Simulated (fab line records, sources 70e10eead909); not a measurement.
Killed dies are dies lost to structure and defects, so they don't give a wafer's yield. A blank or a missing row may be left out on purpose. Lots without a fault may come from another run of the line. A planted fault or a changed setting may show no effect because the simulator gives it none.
A struck lot beside a sound one | flow nand_harc | 39 steps out of a route of 1302
Sound: wafers L436.1, L436.2, L436.3. Struck: wafers L453.3, L453.4, L453.6. The cause comes at the end.
At each step with rows: each side's tool, then ch and its chambers, then its first start. Under that, the readings that differ: sound wafers | struck wafers | difference of the means | sigmas: that difference in standard deviations of wafers without a fault.
alike: readings whose means differ by less than 2 such deviations, and words and numbers that are the same on both sides. not compared: withheld readings, readings that some wafer has no value for, bounds like >300 that may hide the same value, and numbers for which the record gives no deviation and whose values overlap.
The two part at a step that has a row with sigmas, a row that says differs or no value, or rows on one side only. Numbers that don't overlap but have no deviation are shown without sigmas and don't part them. A reading that every wafer of one side lacks parts them only if that side has two wafers or more.

first, 9 steps without rows for these wafers: NHARC_A_STAIRCASE_HMDS_177 (time 30 s); NHARC_A_STAIRCASE_COAT_178; NHARC_A_STAIRCASE_SOFTBAKE_179 (time 170 s); NHARC_A_STAIRCASE_EBR_180; NHARC_A_STAIRCASE_EXPOSE_181 (exposes mask STAIR 2); NHARC_A_STAIRCASE_PEB_182 (peb time 130 s); NHARC_A_STAIRCASE_DEVELOP_183 (time 140 s); NHARC_A_STAIRCASE_HARDBAKE_185 (time 140 s); NHARC_A_STAIRCASE_DESCUM_186 (chemistry O2, time 3 s).
NHARC_A_STAIRCASE_TRIM_187: chemistry O2, time 211.2 s.
  sound on rie_diel-10 ch 0,1,3, day 16 17:52; struck on rie_diel-02 ch 0,1,3, day 24 08:08
  alike: drypump_motor_current_A, oes_product_au, rf_vpp_V, showerhead_plenum_p_Torr, throttle_valve_pct
  not compared: rf_hours_counter_h
NHARC_A_STAIRCASE_ETCH_188: etches the open film in C4F8/O2, target depth 100 nm, time 40.5 s.
  sound on rie_diel-10 ch 0,1,2; struck on rie_diel-02 ch 0,1
  alike: oes_product_au, rf_vpp_V
  not compared: rf_hours_counter_h
NHARC_A_STAIRCASE_TRIM_189: chemistry O2, time 211.2 s.
  sound on rie_diel-10 ch 0,2,3, day 16 18:05; struck on rie_diel-02 ch 1,3, day 24 08:26
  reading               | sound             | struck            | difference | sigmas
  oes_product_au (a.u.) | 1.022 1.021 0.998 | 0.970 0.997 0.985 | -0.030     | -2
  alike: drypump_motor_current_A, rf_vpp_V, showerhead_plenum_p_Torr, throttle_valve_pct
  not compared: rf_hours_counter_h
then, 2 steps without rows for these wafers: NHARC_A_STAIRCASE_ETCH_190 (etches the open film in C4F8/O2, target depth 100 nm, time 40.5 s); NHARC_A_STAIRCASE_TRIM_191 (chemistry O2, time 211.2 s).
NHARC_A_STAIRCASE_ETCH_192: etches the open film in C4F8/O2, target depth 100 nm, time 40.5 s.
  sound on rie_diel-10 ch 1,2,3; struck on rie_diel-02 ch 0,1,3
  alike: oes_product_au, rf_vpp_V
  not compared: rf_hours_counter_h
then, 1 step without rows for these wafers: NHARC_A_STAIRCASE_TRIM_193 (chemistry O2, time 211.2 s).
NHARC_A_STAIRCASE_ETCH_194: etches the open film in C4F8/O2, target depth 100 nm, time 40.5 s.
  sound on rie_diel-10 ch 0,1,3; struck on rie_diel-02 ch 0,1,3
  alike: oes_product_au, rf_vpp_V
  not compared: rf_hours_counter_h
then, 3 steps without rows for these wafers: NHARC_A_STAIRCASE_TRIM_196 (chemistry O2, time 211.2 s); NHARC_A_STAIRCASE_ETCH_197 (etches the open film in C4F8/O2, target depth 100 nm, time 40.5 s); NHARC_A_STAIRCASE_TRIM_198 (chemistry O2, time 211.2 s).
NHARC_A_STAIRCASE_ETCH_199: etches the open film in C4F8/O2, target depth 100 nm, time 40.5 s.
  sound on rie_diel-07 ch 0,2,3; struck on rie_diel-02 ch 0,1,3
  alike: oes_product_au, rf_vpp_V
  not compared: rf_hours_counter_h
then, 17 steps without rows for these wafers: NHARC_A_STAIRCASE_TRIM_200 (chemistry O2, time 211.2 s); NHARC_A_STAIRCASE_ETCH_201 (etches the open film in C4F8/O2, target depth 100 nm, time 40.5 s); NHARC_A_STAIRCASE_TRIM_202 (chemistry O2, time 211.2 s); NHARC_A_STAIRCASE_ETCH_203 (etches the open film in C4F8/O2, target depth 100 nm, time 40.5 s); NHARC_A_STAIRCASE_STRIP_205 (strips in O2); NHARC_A_STAIRCASE_STRIP_206 (strips in SPM, time 900 s); NHARC_A_STAIRCASE_PRECLEAN_207 (cleans in SC1); NHARC_A_STAIRCASE_SRD_208; NHARC_A_STAIRCASE_DEHYDRATE_209 (time 120 s); NHARC_A_STAIRCASE_HMDS_210 (time 30 s); NHARC_A_STAIRCASE_COAT_211; NHARC_A_STAIRCASE_SOFTBAKE_212 (time 170 s); NHARC_A_STAIRCASE_EBR_213; NHARC_A_STAIRCASE_EXPOSE_214 (exposes mask STAIR 3); NHARC_A_STAIRCASE_PEB_215 (peb time 130 s); NHARC_A_STAIRCASE_DEVELOP_216 (time 140 s); NHARC_A_STAIRCASE_HARDBAKE_218 (time 140 s).
-- the record jumps here: 9 days lie between the struck wafers' starts before and after (it left off in module A_STAIRCASE and takes up again in module END, whose first step shown is number 1302 of the route) --
NHARC_END_SORT_01:
  the record has rows for the struck wafers here (prober-02 ch 0, day 33 09:19) and none for the sound ones

WHERE THEY PART
First at NHARC_A_STAIRCASE_TRIM_189; last, within this record, at NHARC_END_SORT_01.

WHY: what the simulator had put in
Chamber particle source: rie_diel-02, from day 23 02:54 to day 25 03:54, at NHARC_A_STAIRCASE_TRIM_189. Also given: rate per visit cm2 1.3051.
